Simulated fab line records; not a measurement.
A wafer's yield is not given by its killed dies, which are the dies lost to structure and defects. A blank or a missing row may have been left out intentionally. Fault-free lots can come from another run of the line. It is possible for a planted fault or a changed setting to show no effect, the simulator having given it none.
fab line records	flow n5_finfet
[record] lots = 6	wafers = 18	last_day = 19
route steps=1938 shown FIN_SAQP@109 PASSIVATION@1936
lots with no fault: from the same line, run without faults
start_h: start of the lot's first displayed wafer, in hours after the record's first day	wait_h: hours elapsed since this lot's preceding step	" as in the row above	L1.1+2: a row that stands for several wafers	- no value, or no start given	* or withheld: withheld	< > ~ a bound
route shown NAME@n: names a module that has steps shown in the file, with the first one's number in the route	usual: mean/standard deviation of fault-free wafers	same: alike in all rows	chamber/n: place in a boat	sites: each site's reading	_std_site: standard deviation of those values	_edge_site: mean of outer sites minus mean of inner sites	radius_mm: how far each site lies from the wafer's centre	mask NAME#n: copy n	behind: tool/chamber where the wafer was last shaped	hold: what put the lot on hold/how long, in hours/how the hold closed	device: transistor that didn't switch, given as n, p or np	end of line: at the end of the route, the tests of the same wafers	a step without rows: its recipe alone	killed: not the wafer's yield, but the dies lost to structure and defects at the first sort	map: shows each die of a wafer: x if killed, . if not, _ if none is there
set.NAME: the setting as run; set.NAME@STEP: as run at that earlier step	model.NAME: the simulator's own value behind a step, which no gauge read
a table for each step, a row for each wafer; lots at some steps of the route
services: a tool's chamber out of use, with start hour (start_h, from the record's first day; less than 0 if before it), hours out, and reason
[[steps]]
[step N5_FIN_SAQP_PEB_14]
[recipe] peb_temp_c = withheld	peb_time_s = 60	resist = CAR-ArF
[step N5_FIN_SAQP_DEVELOP_15]
[recipe] develop_time_s = 30	developer = TMAH	resist = CAR-ArF	dev_temp_c = 23	rinse_liquid = diw	dry = air_spin
[step N5_FIN_SAQP_CD_MEAS_16]
[recipe] target_cd_nm = 35.6	landing_energy_ev = 500	detector = se_inlens
[usual] cd_nm = 35.6/0.4
lot.wafer	tool	chamber	start_h	wait_h	cd_nm
L463.2	cd_sem-03	0	77.40	-	36.5
L463.3	"	0	"	"	35.8
L463.6	"	0	"	"	35.3
L464.1	cd_sem-01	0	82.62	-	36.1
L464.2	"	0	"	"	35.3
L464.3	"	0	"	"	36.2
L471.1	cd_sem-03	0	123.34	-	36.0
L471.3	"	0	"	"	35.9
L471.6	"	0	"	"	35.6
L472.4	cd_sem-03	0	129.50	-	36.2
L472.5	"	0	"	"	35.5
L472.6	"	0	"	"	35.7
L476.1	cd_sem-01	0	153.38	-	36.3
L476.4	"	0	"	"	36.4
L476.6	"	0	"	"	36.2
L477.1	cd_sem-02	0	160.19	-	35.7
L477.3	"	0	"	"	35.5
L477.5	"	0	"	"	35.2
[step N5_FIN_SAQP_OVL_MEAS_17]
[recipe] points_per_wafer = 44
[usual] FIN_CORE_OVL = -0.2/0.84
[same] points_per_wafer = 44
lot.wafer	tool	chamber	start_h	wait_h	FIN_CORE_OVL[nm]
L463.2	overlay-01	0	77.44	0.0	-0.3
L463.3	"	0	"	"	-0.4
L463.6	"	0	"	"	-0.4
L464.1	overlay-01	0	82.66	0.0	0.3
L464.2	"	0	"	"	-1.6
L464.3	"	0	"	"	-0.4
L471.1	overlay-01	0	123.38	0.0	1.2
L471.3	"	0	"	"	1.3
L471.6	"	0	"	"	1.2
L472.4	overlay-02	0	129.53	0.0	1.0
L472.5	"	0	"	"	1.1
L472.6	"	0	"	"	0.6
L476.1	overlay-02	0	153.42	0.0	0.9
L476.4	"	0	"	"	0.6
L476.6	"	0	"	"	-0.2
L477.1	overlay-02	0	160.23	0.0	0.4
L477.3	"	0	"	"	0.5
L477.5	"	0	"	"	0.7
[step N5_FIN_SAQP_INSPECT_18]
[recipe] mode = adi	inspect_instrument = brightfield
[usual] raw_defect_count = 424/120
lot.wafer	tool	chamber	start_h	wait_h	raw_defect_count
L463.2	defect_inspect-02	-	77.46	0.0	605
L463.3	"	-	"	"	545
L463.6	"	-	"	"	549
L464.1	defect_inspect-01	-	82.68	0.0	499
L464.2	"	-	"	"	812
L464.3	"	-	"	"	561
L471.1	defect_inspect-02	-	123.40	0.0	272
L471.3	"	-	"	"	220
L471.6	"	-	"	"	210
L472.4	defect_inspect-02	-	129.55	0.0	410
L472.5	"	-	"	"	386
L472.6	"	-	"	"	450
L476.1	defect_inspect-01	-	153.45	0.0	280
L476.4	"	-	"	"	335
L476.6	"	-	"	"	220
L477.1	defect_inspect-01	-	160.26	0.0	275
L477.3	"	-	"	"	294
L477.5	"	-	"	"	268
[step N5_FIN_SAQP_DESCUM_21]
[recipe] chemistry = O2	time_s = 7.9	source_power_w = 50	bias_power_w = 20	pressure_mtorr = 20	rf_frequency_hz = 2.712e+07	temp_c = 40	resist = CAR-ArF	o2_flow_sccm = 225
[usual] chamber_pressure_mTorr = 19.999/0.018	drypump_motor_current_A = 5.53/0.27	oes_product_au = 0.76/0.085	rf_vpp_V = 242.9/1.4	showerhead_plenum_p_Torr = 2.08/0.071	throttle_valve_pct = 20.36/0.19
lot.wafer	tool	chamber	start_h	wait_h	chamber_pressure_mTorr	drypump_motor_current_A	oes_product_au	rf_hours_counter_h	rf_vpp_V	showerhead_plenum_p_Torr	throttle_valve_pct
L463.2	rie_diel-04	1	77.98	0.5	19.969	5.92	0.74	175	241.8	1.99	20.23
L463.3	"	0	"	"	19.981	5.52	0.74	183	241.1	2.09	20.34
L463.6	"	2	"	"	20.002	5.40	0.71	-	243.7	2.07	20.26
L464.1	rie_diel-04	1	82.72	0.0	20.003	5.91	0.75	177	241.1	1.99	20.25
L464.2	"	3	"	"	20.024	5.21	0.78	139	242.3	2.09	20.26
L464.3	"	0	"	"	20.036	5.49	0.75	184	241.9	2.08	20.32
L471.1	rie_diel-03	1	123.44	0.0	19.981	5.84	0.67	218	244.3	2.16	20.63
L471.3	"	3	"	"	19.960	5.41	0.88	34	245.6	2.16	20.59
L471.6	"	0	"	"	19.983	5.81	0.69	-	244.8	2.14	20.12
L472.4	rie_diel-03	3	129.60	0.0	19.992	5.44	0.88	-	243.6	2.16	20.56
L472.5	"	1	"	"	19.982	5.85	0.67	-	243.0	2.16	20.65
L472.6	"	2	"	"	19.996	4.93	0.99	-	243.2	2.25	20.47
L476.1	rie_diel-01	2	153.87	0.4	19.996	5.76	0.73	191	241.5	1.99	20.49
L476.4	"	1	"	"	19.984	5.61	0.69	209	241.7	1.99	20.39
L476.6	"	2	"	"	20.064	5.76	0.73	-	241.6	1.99	20.48
L477.1	rie_diel-03	3	160.41	0.1	19.997	5.44	0.87	47	244.0	2.15	20.60
L477.3	"	2	"	"	19.975	4.93	0.94	12	245.0	2.24	20.48
L477.5	"	0	"	"	19.989	5.81	0.98	-	243.1	2.14	19.83
[step N5_FIN_SAQP_ETCH_51]
[recipe] chemistry = CF4	target = SiARC	target_depth_a = 455	mask_material = CAR-ArF	time_s = 75.8	ion_energy_ev = 80	pressure_mtorr = 40	source_w = 545	bias_w = 36	Ar_flow_sccm = 100	cf4_flow_sccm = 100	ends = cleared
[usual] chamber_pressure_mTorr = 40.00/0.049	drypump_motor_current_A = 5.53/0.27	etch_rf_on_time_s = 76.2/2.2	oes_product_au = 0.65/0.073	rf_vpp_V = 184.0/1.2	showerhead_plenum_p_Torr = 2.13/0.064	throttle_valve_pct = 15.57/0.18
lot.wafer	tool	chamber	start_h	wait_h	chamber_pressure_mTorr	drypump_motor_current_A	etch_rf_on_time_s	oes_product_au	rf_hours_counter_h	rf_vpp_V	showerhead_plenum_p_Torr	throttle_valve_pct
L463.2	rie_diel-04	1	78.02	0.0	40.01	5.90	76.0	0.63	175	183.6	2.06	15.60
L463.3	"	0	"	"	39.98	5.53	77.0	0.63	183	184.8	2.13	15.52
L463.6	"	2	"	"	39.94	5.40	75.8	0.60	-	184.5	2.12	15.56
L464.1	rie_diel-04	1	82.75	0.0	39.99	5.90	74.2	0.64	177	182.7	2.06	15.62
L464.2	"	3	"	"	40.03	5.18	74.8	0.66	139	184.9	2.14	15.50
L464.3	"	0	"	"	39.99	5.53	77.2	0.63	184	183.7	2.13	15.52
L471.1	rie_diel-03	1	123.47	0.0	39.96	5.84	75.8	0.59	218	184.8	2.22	15.90
L471.3	"	3	"	"	40.03	5.44	73.9	0.76	34	183.6	2.17	15.45
L471.6	"	0	"	"	39.92	5.84	81.5	0.57	-	184.2	2.18	15.43
L472.4	rie_diel-03	3	129.65	0.0	40.02	5.44	72.6	0.77	-	183.2	2.17	15.44
L472.5	"	1	"	"	40.00	5.85	75.2	0.59	-	185.3	2.22	15.89
L472.6	"	2	"	"	39.99	4.95	73.1	0.86	-	185.0	2.29	15.50
L476.1	rie_diel-01	2	153.91	0.0	39.99	5.78	78.1	0.62	191	183.0	2.05	15.76
L476.4	"	1	"	"	40.02	5.65	77.4	0.59	209	184.5	2.03	15.59
L476.6	"	2	"	"	40.04	5.77	78.3	0.63	-	182.7	2.05	15.77
L477.1	rie_diel-03	3	160.44	0.0	39.96	5.43	73.7	0.73	47	183.5	2.16	15.47
L477.3	"	2	"	"	40.00	4.93	72.4	0.83	12	186.5	2.28	15.51
L477.5	"	0	"	"	40.00	5.79	75.3	0.82	-	186.5	2.18	14.94
[step N5_FIN_SAQP_ETCH_52]
[recipe] chemistry = N2/H2	target = SOC	target_depth_a = 1000	overetch_a = 200	mask_material = SiARC	temp_c = 40	time_s = 150	ion_energy_ev = 200	pressure_mtorr = 30	source_w = 840	bias_w = 150	n2_flow_sccm = 200	h2_flow_sccm = 200	ends = end_point
[usual] chamber_pressure_mTorr = 29.992/0.024	drypump_motor_current_A = 5.54/0.27	h2_flow_sccm = 200.0/0.63	oes_product_au = 0.68/0.068	rf_vpp_V = 523.6/2.4	showerhead_plenum_p_Torr = 2.54/0.083	throttle_valve_pct = 17.79/0.17
lot.wafer	tool	chamber	start_h	wait_h	chamber_pressure_mTorr	drypump_motor_current_A	h2_flow_sccm	oes_product_au	rf_hours_counter_h	rf_vpp_V	showerhead_plenum_p_Torr	throttle_valve_pct
L463.2	rie_diel-04	1	78.08	0.0	30.017	5.92	200.5	0.66	175	520.2	2.43	17.71
L463.3	"	0	"	"	29.983	5.55	200.1	0.66	183	523.5	2.54	17.89
L463.6	"	2	"	"	29.974	5.40	200.5	0.63	-	524.3	2.51	17.63
L464.1	rie_diel-04	1	82.81	0.0	29.991	5.91	199.6	0.66	177	519.2	2.43	17.72
L464.2	"	3	"	"	29.997	5.20	200.0	0.68	139	523.2	2.56	17.89
L464.3	"	0	"	"	30.010	5.53	201.1	0.66	184	521.9	2.54	17.89
L471.1	rie_diel-03	1	123.53	0.0	29.957	5.84	200.4	0.61	219	523.9	2.62	18.07
L471.3	"	3	"	"	30.021	5.43	199.9	0.78	34	523.2	2.59	17.76
L471.6	"	0	"	"	30.026	5.81	198.9	0.62	-	526.0	2.61	17.69
L472.4	rie_diel-03	3	129.73	0.0	29.995	5.43	199.7	0.77	-	524.9	2.59	17.77
L472.5	"	1	"	"	30.035	5.84	201.5	0.61	-	525.8	2.62	18.10
L472.6	"	2	"	"	29.992	4.94	199.1	0.88	-	528.0	2.72	17.79
L476.1	rie_diel-01	2	153.96	0.0	30.003	5.79	200.0	0.66	191	521.8	2.42	17.88
L476.4	"	1	"	"	30.005	5.62	199.6	0.63	209	519.2	2.41	17.73
L476.6	"	2	"	"	29.968	5.77	200.4	0.66	-	521.7	2.41	17.90
L477.1	rie_diel-03	3	160.50	0.0	29.997	5.44	199.6	0.76	47	524.8	2.58	17.77
L477.3	"	2	"	"	30.019	4.93	202.0	0.83	12	528.9	2.71	17.81
L477.5	"	0	"	"	29.995	5.85	201.1	0.85	-	526.3	2.61	17.32
[step N5_FIN_SAQP_STRIP_53]
[recipe] chemistry = N2/H2	temp_c = 40	n2_flow_sccm = 200	h2_flow_sccm = 200	rf_frequency_hz = 6e+07
[step N5_FIN_SAQP_HM_OPEN_73]
[recipe] chemistry = CHF3/O2	target = SiO2	stop_on = a-Si	target_depth_a = 120	over_etch_frac = 1.8	mask_material = SOC	time_s = 16.8	pressure_mtorr = 30	source_w = 650	bias_w = 170	Ar_flow_sccm = 200	CHF3_flow_sccm = 50	O2_flow_sccm = 5	ion_energy_ev = 200	ends = end_point
[usual] chamber_pressure_mTorr = 30.000/0.025	drypump_motor_current_A = 5.53/0.27	oes_f_703_au = 0.77/0.086	oes_product_au = 0.46/0.046	rf_vpp_V = 517/8.5	showerhead_plenum_p_Torr = 2.40/0.073	throttle_valve_pct = 18.76/0.19
lot.wafer	tool	chamber	start_h	wait_h	chamber_pressure_mTorr	drypump_motor_current_A	oes_f_703_au	oes_product_au	rf_hours_counter_h	rf_vpp_V	showerhead_plenum_p_Torr	throttle_valve_pct
L463.2	rie_diel-04	1	78.18	0.0	29.981	5.92	0.75	0.44	175	526	2.32	18.83
L463.3	"	0	"	"	30.014	5.55	0.74	0.44	183	511	2.40	18.70
L463.6	"	2	"	"	29.976	5.41	0.71	0.42	-	519	2.37	18.64
L464.1	rie_diel-04	1	82.92	0.0	29.998	5.92	0.74	0.44	177	525	2.32	18.83
L464.2	"	3	"	"	29.994	5.19	0.77	0.46	139	523	2.40	18.69
L464.3	"	0	"	"	30.042	5.52	0.74	0.45	184	512	2.40	18.72
L471.1	rie_diel-03	1	123.63	0.0	29.969	5.85	0.71	0.42	219	518	2.50	19.12
L471.3	"	3	"	"	30.026	5.43	0.91	0.53	34	499	2.43	18.66
L471.6	"	0	"	"	29.994	5.84	0.67	0.42	-	523	2.47	18.61
L472.4	rie_diel-03	3	129.81	0.0	30.040	5.42	0.90	0.52	-	499	2.43	18.65
L472.5	"	1	"	"	29.999	5.82	0.72	0.41	-	517	2.50	19.12
L472.6	"	2	"	"	29.994	4.94	1.02	0.59	-	512	2.58	18.83
L476.1	rie_diel-01	2	154.07	0.0	30.022	5.77	0.73	0.44	191	517	2.30	18.94
L476.4	"	1	"	"	30.017	5.61	0.69	0.42	209	532	2.29	18.79
L476.6	"	2	"	"	30.031	5.78	0.74	0.44	-	519	2.30	18.95
L477.1	rie_diel-03	3	160.61	0.0	30.020	5.43	0.89	0.51	47	499	2.43	18.68
L477.3	"	2	"	"	30.017	4.92	0.98	0.55	12	514	2.58	18.84
L477.5	"	0	"	"	30.033	5.83	0.92	0.57	-	522	2.47	18.23
[step N5_FIN_SAQP_STRIP_74]
[recipe] chemistry = CHF3/O2	resist = SiARC	rf_frequency_hz = 6e+07
[step N5_FIN_SAQP_MANDREL_ETCH_22]
[recipe] target_depth_a = 600	chemistry = HBr/Cl2	target = a-Si	stop_on = SiNx	bt_time_s = 10	over_etch_frac = 0.5	time_s = 30	pressure_mtorr = 10	icp_w = 800	bias_w = 75	HBr_flow_sccm = 150	Cl2_flow_sccm = 80	ends = end_point
[usual] chamber_pressure_mTorr = 10.000/0.0089	drypump_motor_current_A = 5.5/0.45	oes_product_au = 0.771/0.0099	throttle_valve_pct = 35.3/0.36
lot.wafer	tool	chamber	start_h	wait_h	chamber_pressure_mTorr	drypump_motor_current_A	oes_product_au	rf_hours_counter_h	throttle_valve_pct
L463.2	rie_si-02	1	78.27	0.0	9.991	5.5	0.786	174	34.9
L463.3	"	0	"	"	10.000	5.2	0.769	23	35.3
L463.6	"	1	"	"	9.984	5.5	0.788	-	34.9
L464.1	rie_si-06	2	83.00	0.0	10.008	5.0	0.764	12	34.9
L464.2	"	3	"	"	10.014	5.3	0.770	104	35.8
L464.3	"	1	"	"	10.001	5.3	0.760	131	35.8
L471.1	rie_si-05	2	123.72	0.0	9.988	6.2	0.761	42	35.4
L471.3	"	0	"	"	10.011	5.2	0.764	96	34.9
L471.6	"	1	"	"	9.994	5.8	0.775	-	35.3
L472.4	rie_si-05	2	129.87	0.0	10.000	6.2	0.769	42	35.4
L472.5	"	0	"	"	10.006	5.2	0.771	-	34.9
L472.6	"	1	"	"	9.983	5.9	0.762	-	35.3
L476.1	rie_si-06	3	154.16	0.0	9.990	5.3	0.764	106	35.9
L476.4	"	3	"	"	10.002	5.2	0.784	-	35.8
L476.6	"	2	"	"	9.999	5.0	0.772	-	34.9
L477.1	rie_si-06	2	160.69	0.0	10.004	5.1	0.769	14	34.9
L477.3	"	1	"	"	10.000	5.3	0.776	133	35.8
L477.5	"	3	"	"	9.990	5.3	0.778	-	35.8
[step N5_FIN_SAQP_STRIP_55]
[recipe] chemistry = N2/H2	power_w = 500	temp_c = 40	pressure_mtorr = 50	rf_frequency_hz = 6e+07	overash_fraction = 0.3	bias_power_w = 28	h2_frac = 0.5	n2_flow_sccm = 300	h2_flow_sccm = 300
[usual] bias_power_w = 27.99/0.088	chamber_pressure_mTorr = 50.00/0.076	drypump_motor_current_A = 5.53/0.28	h2_flow_sccm = 300.0/0.94	oes_product_au = 0.75/0.075	rf_vpp_V = 121.6/1.6	showerhead_plenum_p_Torr = 3.34/0.12	throttle_valve_pct = 18.9/0.31
lot.wafer	tool	chamber	start_h	wait_h	bias_power_w	chamber_pressure_mTorr	drypump_motor_current_A	h2_flow_sccm	oes_product_au	rf_hours_counter_h	rf_vpp_V	showerhead_plenum_p_Torr	throttle_valve_pct	model.SOC_of_FIN_SAQP_COAT_49.thk_nm
L463.2	rie_diel-01	2	78.37	0.1	28.01	50.03	5.79	299.3	0.75	164	120.7	3.21	18.8	0
L463.3	"	0	"	"	28.02	50.12	5.35	299.6	0.73	168	122.1	3.49	19.1	0
L463.6	"	2	"	"	27.93	49.95	5.78	299.4	0.74	-	120.5	3.21	18.8	0
L464.1	rie_diel-01	0	83.10	0.1	27.97	50.17	5.36	299.5	0.73	169	121.6	3.48	19.1	0
L464.2	"	2	"	"	28.01	49.93	5.78	299.5	0.75	165	118.8	3.21	18.8	0
L464.3	"	1	"	"	28.21	49.99	5.67	301.0	0.71	184	119.9	3.20	18.7	0
L471.1	rie_diel-01	3	123.82	0.1	-	-	-	-	-	-	-	-	-	76.69
L471.3	"	0	"	"	-	-	-	-	-	-	-	-	-	75.91
L471.6	"	2	"	"	-	-	-	-	-	-	-	-	-	76.08
L472.4	rie_diel-03	3	129.99	0.1	-	-	-	-	-	-	-	-	-	76.35
L472.5	"	1	"	"	-	-	-	-	-	-	-	-	-	75.15
L472.6	"	2	"	"	-	-	-	-	-	-	-	-	-	75.44
L476.1	rie_diel-04	2	154.27	0.1	27.95	49.91	5.42	300.0	0.70	240	120.2	3.30	18.5	0
L476.4	"	0	"	"	28.14	50.02	5.54	299.8	0.72	207	120.2	3.34	19.4	0
L476.6	"	3	"	"	27.95	50.01	5.22	298.1	0.75	-	121.8	3.37	19.3	0
L477.1	rie_diel-01	2	160.79	0.1	27.93	49.93	5.78	299.8	0.73	194	122.1	3.19	18.8	0
L477.3	"	3	"	"	27.93	49.89	5.28	300.7	0.91	23	118.5	3.28	18.2	0
L477.5	"	3	"	"	28.00	50.13	5.32	301.1	0.91	-	122.2	3.28	18.2	0
[step N5_FIN_SAQP_STRIP_23]
[recipe] chemistry = SPM	time_s = 750	temp_c = 130	h2so4_h2o2_vol_ratio = 4
[step N5_PASSIVATION_PROBE_49]
[usual] killed_at_M0_to_M3 = 33/11	killed_at_M4_up = 15/6.2	killed_at_contacts = 13/6.5	killed_at_front_end = 38/11	killed_at_other = 3.4/2.6	killed_dies = 102/17	killed_open = 67/12	killed_short = 34/7.9
[same] gross_dies = 1180	killed_at_back_side = 0
lot.wafer	tool	chamber	start_h	wait_h	killed_at_M0_to_M3	killed_at_M4_up	killed_at_contacts	killed_at_front_end	killed_at_other	killed_dies	killed_open	killed_short
L463.3	prober-02	-	340.77	0.4	52	13	1	56	2	124	78	44
L463.6	prober-02	-	340.92	0.6	57	8	4	40	5	114	69	43
L464.2	prober-02	-	351.41	0.1	31	17	5	37	1	91	56	34
L464.3	prober-02	-	351.46	0.1	27	13	10	34	0	84	55	29
L472.6	prober-02	-	420.38	0.3	28	18	21	39	2	108	67	37
// killed by level:class
L463.3 BEOL_M3:geometric_particle:open=14 FIN_SAQP:geometric_particle:short=12 FIN_SAQP:geometric_particle:open=12 GATE_CUT:geometric_particle:short=9 BEOL_M0_SAQP:geometric_particle:short=9 BEOL_M1:geometric_particle:open=9 STI_FIN_REVEAL:geometric_particle:open=8 BEOL_M0_SAQP:geometric_particle:open=7
L463.6 BEOL_M0_SAQP:geometric_particle:short=20 BEOL_M0_SAQP:geometric_particle:open=15 FIN_SAQP:geometric_particle:short=10 FIN_SAQP:geometric_particle:open=10 BEOL_M3:geometric_particle:open=10 BEOL_M1:geometric_particle:open=8 STI_FIN_REVEAL:geometric_particle:open=7 MOL_CONTACT_COAG:geometric_particle:open=4
L464.2 FIN_SAQP:geometric_particle:open=12 BEOL_M0_SAQP:geometric_particle:short=10 FIN_SAQP:geometric_particle:short=8 BEOL_M0_SAQP:geometric_particle:open=8 BEOL_M4:geometric_particle:open=7 BEOL_M3:geometric_particle:open=6 ILD0:geometric_particle:open=4 MOL_CONTACT_COAG:geometric_particle:open=4
L464.3 BEOL_M0_SAQP:geometric_particle:short=10 BEOL_M4:geometric_particle:open=9 MOL_CONTACT_COAG:geometric_particle:open=8 STI_FIN_REVEAL:geometric_particle:open=7 BEOL_M3:geometric_particle:open=6 FIN_SAQP:geometric_particle:open=5 ILD0:geometric_particle:open=5 FIN_SAQP:geometric_particle:short=4
L472.6 MOL_CONTACT_COAG:geometric_particle:open=18 FIN_SAQP:geometric_particle:short=12 BEOL_M0_SAQP:geometric_particle:short=8 FIN_SAQP:geometric_particle:open=7 BEOL_M4:geometric_particle:open=7 BEOL_M5:geometric_particle:open=6 BEOL_M0_SAQP:geometric_particle:open=5 STI_FIN_REVEAL:geometric_particle:open=4
[[services]]
tool	chamber	start_h	hours	kind
rie_diel-04	0	55.90	3.5	repair
rie_diel-01	-	59.04	2.4	repair
rie_si-05	-	59.63	0.4	repair
rie_si-05	0	69.78	14.4	repair
rie_diel-01	3	71.90	8.0	repair
rie_si-06	0	82.82	81.4	repair
rie_diel-01	3	84.55	-	clean
rie_diel-01	1	97.91	3.7	repair
rie_diel-03	2	100.81	-	clean
rie_diel-03	2	100.81	-	consumable_replace:focus_ring
rie_diel-03	2	100.81	-	consumable_replace:showerhead
rie_diel-03	2	100.81	25.0	scheduled_down
rie_diel-03	2	100.81	25.0	vent_cycle
rie_si-02	0	102.44	4.2	repair
rie_si-05	2	111.77	4.0	repair
rie_diel-03	0	125.80	-	clean
rie_diel-03	0	125.80	-	consumable_replace:focus_ring
rie_diel-03	0	125.80	22.3	scheduled_down
rie_diel-03	0	125.80	22.3	vent_cycle
rie_diel-01	0	130.07	9.3	repair
rie_diel-01	-	130.59	0.9	repair
rie_si-05	-	135.20	2.8	pm
rie_si-02	1	146.42	1.5	repair
rie_diel-03	-	149.57	2.8	pm
[[key]]
[first_sign] step = N5_FIN_SAQP_STRIP_55	reading = tool_record	direction = missing
effect none on later readings
[model_effect] step = N5_FIN_SAQP_STRIP_55	value = SOC_of_FIN_SAQP_COAT_49.thk_nm	without = 0	struck = 75.93
met_at N5_FIN_SAQP_STRIP_55
struck_wafers L471.1,L471.3,L471.6,L472.4,L472.5,L472.6
tester_left_out L471,L472
onset_between 83.10 123.82
[fault] kind = skipped_step_whole	tool = rie_diel-01,rie_diel-03	chamber = -	onset_h = 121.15	steps = N5_FIN_SAQP_STRIP_55	scope = struck_lots_only
// tester_left_out: of these lots the tester's yield and bins aren't shown, on N5 and GAA mostly nor the transistor test; their killed dies are dies lost to structure and defects alone, not to doping, threshold or leakage, so they don't give the yield
